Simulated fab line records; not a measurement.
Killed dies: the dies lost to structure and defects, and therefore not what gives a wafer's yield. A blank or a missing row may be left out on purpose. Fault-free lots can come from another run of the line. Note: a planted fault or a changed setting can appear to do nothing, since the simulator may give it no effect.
Split-lot trial :: flow n5 finfet :: 21 wafers read from 7 lots, route of 1938 steps

ABOUT THE SPLIT
At N5_BEOL_M0_ETCH_109 (etches SiCN in CH3F/O2, target depth 8 nm, overetch 2.4 nm, time 27.4 s), the setting bias w was moved away from the recipe's 75 W on 6 of the 21 wafers read, by -16.7% to +12.4%. This setting was run at the recipe's value on the other wafers.

The split's own step is where the reading is taken.

THE READING
rf vpp V, in V, at N5_BEOL_M0_ETCH_109 (etches SiCN in CH3F/O2, target depth 8 nm, overetch 2.4 nm, time 27.4 s). Fault-free wafers of this fab line usually give 297.9 V, standard deviation 1.9 V.

wafer: L078.1
tool, chamber at the split: rie diel-04, 0
bias w as run, W: 75
against the recipe: recipe
rf vpp V, V: 300.6
against lot-mates on the recipe: -

wafer: L078.5
tool, chamber at the split: rie diel-04, 0
bias w as run, W: 75
against the recipe: recipe
rf vpp V, V: 300.6
against lot-mates on the recipe: -

wafer: L078.6
tool, chamber at the split: rie diel-04, 1
bias w as run, W: 75
against the recipe: recipe
rf vpp V, V: 296.6
against lot-mates on the recipe: -

wafer: L084.4
tool, chamber at the split: rie diel-01, 0
bias w as run, W: 75
against the recipe: recipe
rf vpp V, V: 297.3
against lot-mates on the recipe: -

wafer: L084.5
tool, chamber at the split: rie diel-01, 1
bias w as run, W: 75
against the recipe: recipe
rf vpp V, V: 294.1
against lot-mates on the recipe: -

wafer: L084.6
tool, chamber at the split: rie diel-01, 0
bias w as run, W: 75
against the recipe: recipe
rf vpp V, V: 297.5
against lot-mates on the recipe: -

wafer: L085.4
tool, chamber at the split: rie diel-03, 0
bias w as run, W: 75
against the recipe: recipe
rf vpp V, V: 299.3
against lot-mates on the recipe: -

wafer: L085.5
tool, chamber at the split: rie diel-03, 3
bias w as run, W: 75
against the recipe: recipe
rf vpp V, V: 298.6
against lot-mates on the recipe: -

wafer: L085.6
tool, chamber at the split: rie diel-03, 2
bias w as run, W: 75
against the recipe: recipe
rf vpp V, V: 296.4
against lot-mates on the recipe: -

wafer: L087.3
tool, chamber at the split: rie diel-01, 1
bias w as run, W: 84.33
against the recipe: +12.4%
rf vpp V, V: 318.9
against lot-mates on the recipe: +19.3

wafer: L087.5
tool, chamber at the split: rie diel-01, 2
bias w as run, W: 84.33
against the recipe: +12.4%
rf vpp V, V: 324.6
against lot-mates on the recipe: +25.0

wafer: L087.6
tool, chamber at the split: rie diel-01, 3
bias w as run, W: 75
against the recipe: recipe
rf vpp V, V: 299.6
against lot-mates on the recipe: -

wafer: L089.1
tool, chamber at the split: rie diel-01, 0
bias w as run, W: 75
against the recipe: recipe
rf vpp V, V: 297.7
against lot-mates on the recipe: -

wafer: L089.2
tool, chamber at the split: rie diel-01, 1
bias w as run, W: 66.52
against the recipe: -11.3%
rf vpp V, V: 274.8
against lot-mates on the recipe: -22.9

wafer: L089.4
tool, chamber at the split: rie diel-01, 3
bias w as run, W: 66.52
against the recipe: -11.3%
rf vpp V, V: 276.6
against lot-mates on the recipe: -21.1

wafer: L094.1
tool, chamber at the split: rie diel-03, 2
bias w as run, W: 75
against the recipe: recipe
rf vpp V, V: 295.0
against lot-mates on the recipe: -

wafer: L094.4
tool, chamber at the split: rie diel-03, 3
bias w as run, W: 75
against the recipe: recipe
rf vpp V, V: 299.3
against lot-mates on the recipe: -

wafer: L094.5
tool, chamber at the split: rie diel-03, 3
bias w as run, W: 68.38
against the recipe: -8.8%
rf vpp V, V: 282.1
against lot-mates on the recipe: -15.0

wafer: L097.1
tool, chamber at the split: rie diel-01, 1
bias w as run, W: 62.45
against the recipe: -16.7%
rf vpp V, V: 264.0
against lot-mates on the recipe: -34.8

wafer: L097.2
tool, chamber at the split: rie diel-01, 3
bias w as run, W: 75
against the recipe: recipe
rf vpp V, V: 299.7
against lot-mates on the recipe: -

wafer: L097.6
tool, chamber at the split: rie diel-01, 0
bias w as run, W: 75
against the recipe: recipe
rf vpp V, V: 297.9
against lot-mates on the recipe: -

FIT RESULTS
A straight line over all 21 wafers: rf vpp V changes by +1.95 V for each +1% of bias w; r = +0.99; the points scatter about the line by 2 V.
The same after taking each lot's own level away (the mean of its wafers on the recipe; 21 wafers): +1.9 V for each +1%; r = +0.99; scatter 1.9 V.
That fit puts the effect of the largest move of bias w on the reading at 32 V.
Across the lots, their own levels run from 296.30 to 299.60 V, a range of 1.7 times the standard deviation given above.
Consequently the slope shifts little with the lot-to-lot level, the two slopes agreeing.
Check: with one of the wafers moved furthest among these (-16.7%) left out of the fit, the line predicts -30.9 V for it against its lot-mates. It came out at -34.8 V against them.
Tool readings at the split's step, against how far the setting was moved: rf vpp V r = +0.99.

OTHER SPLITS ON THESE WAFERS
These wafers also went through other splits before the reading. Each is held against what the fit with the lots' levels taken away leaves over:
other split on the same wafers: N5_GATE_CUT_EXPOSE_10 dose mj
wafers away from the commonest value: 8
r with rf vpp V (lot level and that fit taken away): +0.00

other split on the same wafers: N5_GATE_CUT_ETCH_36 cf4 flow sccm
wafers away from the commonest value: 7
r with rf vpp V (lot level and that fit taken away): +0.30

other split on the same wafers: N5_MOL_CONTACT_COAG_COAT_58 spin rpm
wafers away from the commonest value: 8
r with rf vpp V (lot level and that fit taken away): +0.19

other split on the same wafers: N5_MOL_CONTACT_COAG_EXPOSE_05 dose mj
wafers away from the commonest value: 3
r with rf vpp V (lot level and that fit taken away): -0.02

other split on the same wafers: N5_MOL_CONTACT_COAG_EXPOSE_81 dose mj
wafers away from the commonest value: 7
r with rf vpp V (lot level and that fit taken away): +0.00

other split on the same wafers: N5_MOL_CONTACT_COAG_ETCH_91 time s
wafers away from the commonest value: 10
r with rf vpp V (lot level and that fit taken away): +0.24

other split on the same wafers: N5_BEOL_M0_SAQP_COAT_08 spin rpm
wafers away from the commonest value: 8
r with rf vpp V (lot level and that fit taken away): +0.33

FILE'S OWN FIT
rf vpp V changes by +1.93 V for each +1% of bias w, r = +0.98.
